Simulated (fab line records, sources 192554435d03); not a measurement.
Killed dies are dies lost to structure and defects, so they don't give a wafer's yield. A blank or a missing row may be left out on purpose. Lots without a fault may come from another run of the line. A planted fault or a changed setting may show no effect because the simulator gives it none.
A struck lot beside a sound one | flow n5_finfet | 23 steps out of a route of 1938
Sound: wafers L611.1, L611.2, L611.6. Struck: wafers L626.1, L626.3, L626.6. The cause comes at the end.
At each step with rows: each side's tool, then ch and its chambers, then its first start. Under that, the readings that differ: sound wafers | struck wafers | difference of the means | sigmas: that difference in standard deviations of wafers without a fault.
alike: readings whose means differ by less than 2 such deviations, and words and numbers that are the same on both sides. not compared: withheld readings, readings that some wafer has no value for, bounds like >300 that may hide the same value, and numbers for which the record gives no deviation and whose values overlap.
The two part at a step that has a row with sigmas, a row that says differs or no value, or rows on one side only. Numbers that don't overlap but have no deviation are shown without sigmas and don't part them. A reading that every wafer of one side lacks parts them only if that side has two wafers or more.

first, 8 steps without rows for these wafers: N5_BEOL_M3_PRE_CLEAN_60 (time 15 s); N5_BEOL_M3_CO_CAP_55 (material Co, precursor CCTBA/H2, target thk 2 nm, time 102.1 s); N5_BEOL_M3_PRE_CLEAN_56 (time 15 s); N5_BEOL_M3_DEP_57 (deposits SiCN from 3MS/NH3, target thk 8 nm, time 14 s); N5_BEOL_M4_ILD_DEP_00 (deposits SiOC from DEMS/O2, target thk 79 nm, time 15.3 s); N5_BEOL_M4_PECVD_72 (deposits SiO2 from TEOS/O2, target thk 16 nm, time 18 s); N5_BEOL_M4_HM_DEP_02 (deposits TiN, target thk 20 nm); N5_BEOL_M4_COAT_61 (time 60 s, resist thk 60 nm).
N5_BEOL_M4_COAT_62: time 60 s, resist thk 12 nm.
  sound on litho_track-05 ch 0, day 8 14:51; struck on litho_track-05 ch 0, day 13 11:54
  reading                                    | sound                | struck               | difference | sigmas
  spin_speed_rpm (rpm)                       | 1499.9 1499.5 1499.5 | 1656.4 1654.6 1654.5 | +155.5     | +99 or more
  model.SiARC_of_BEOL_M4_COAT_62.thk_nm (nm) | 12 12 12             | 11.4 11.4 11.4       | -0.6       |
  alike: heater_power_total_W, plate_temp_C
then, 9 steps without rows for these wafers: N5_BEOL_M4_COAT_73 (time 60 s, resist thk 5 nm); N5_BEOL_M4_COAT_05 (resist thk 30 nm); N5_BEOL_M4_EBR_07; N5_BEOL_M4_SOFTBAKE_06 (time 60 s); N5_BEOL_M4_EXPOSE_08 (exposes mask M4); N5_BEOL_M4_PEB_09 (peb time 60 s); N5_BEOL_M4_DEVELOP_10 (develop time 30 s); N5_BEOL_M4_DESCUM_16 (chemistry O2, time 7 s); N5_BEOL_M4_ETCH_74 (etches underlayer in N2/H2, target depth 6.5 nm, time 5.2 s).
N5_BEOL_M4_ETCH_63: etches SiARC in CF4, target depth 15.6 nm, time 26 s.
  sound on rie_diel-04 ch 1,3, day 8 15:17; struck on rie_diel-05 ch 1,3, day 13 12:28
  reading                                      | sound             | struck            | difference | sigmas
  etch_rf_on_time_s (s)                        | 26.30 26.21 26.46 | 24.38 25.07 24.18 | -1.78      | -6
  showerhead_plenum_p_Torr (Torr)              | 2.21 2.21 2.21    | 2.08 2.21 2.08    | -0.09      | -2
  model.etch.depth_nm (nm)                     | 12.01 11.98 12    | 11.42 11.47 11.44 | -0.55      |
  model.CAR-EUV_of_BEOL_M4_COAT_05.thk_nm (nm) | 11 11.2 11        | 11.6 11.4 11.6    | +0.5       |
  alike: drypump_motor_current_A, oes_product_au, rf_vpp_V, throttle_valve_pct
  not compared: rf_hours_counter_h
N5_BEOL_M4_ETCH_64: etches SOC in N2/H2, target depth 75 nm, overetch 22.5 nm, time 121.9 s.
  sound on rie_diel-04 ch 1,3, day 8 15:19; struck on rie_diel-05 ch 1,3, day 13 12:30
  reading                                    | sound          | struck         | difference | sigmas
  showerhead_plenum_p_Torr (Torr)            | 2.62 2.63 2.62 | 2.46 2.63 2.46 | -0.11      | -2
  model.SiARC_of_BEOL_M4_COAT_62.thk_nm (nm) | 6.6 6.4 6.6    | 5.6 5.8 5.6    | -0.9       |
  alike: drypump_motor_current_A, oes_product_au, rf_vpp_V, throttle_valve_pct
  not compared: rf_hours_counter_h
then, 1 step without rows for these wafers: N5_BEOL_M4_STRIP_65 (strips in N2/H2).
N5_BEOL_M4_RC_MEAS_101:
  sound on prober-01 ch 0, day 9 18:47; struck on prober-02 ch 0, day 13 23:47
  reading   | sound          | struck         | difference | sigmas
  VT_P (mV) | -252 -254 -255 | -244 -244 -248 | +8         | +3
  alike: DIBL_N, DIBL_P, IOFF_N, IOFF_P, ION_N, ION_P, SS_N, SS_P, VT_N
-- the record jumps here: 5 days lie between the struck wafers' starts before and after (it left off in module BEOL_M4 and takes up again in module PASSIVATION, whose first step shown is number 1936 of the route) --
N5_PASSIVATION_PROBE_49:
  the record has rows for the struck wafers here (prober-02, day 18 16:52) and none for the sound ones

WHERE THEY PART
First at N5_BEOL_M4_COAT_62; last, within this record, at N5_PASSIVATION_PROBE_49.

WHY: what the simulator had put in
Process parameter drift: litho_track-05, from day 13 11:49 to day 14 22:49, at N5_BEOL_M4_COAT_62. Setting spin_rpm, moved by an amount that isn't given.
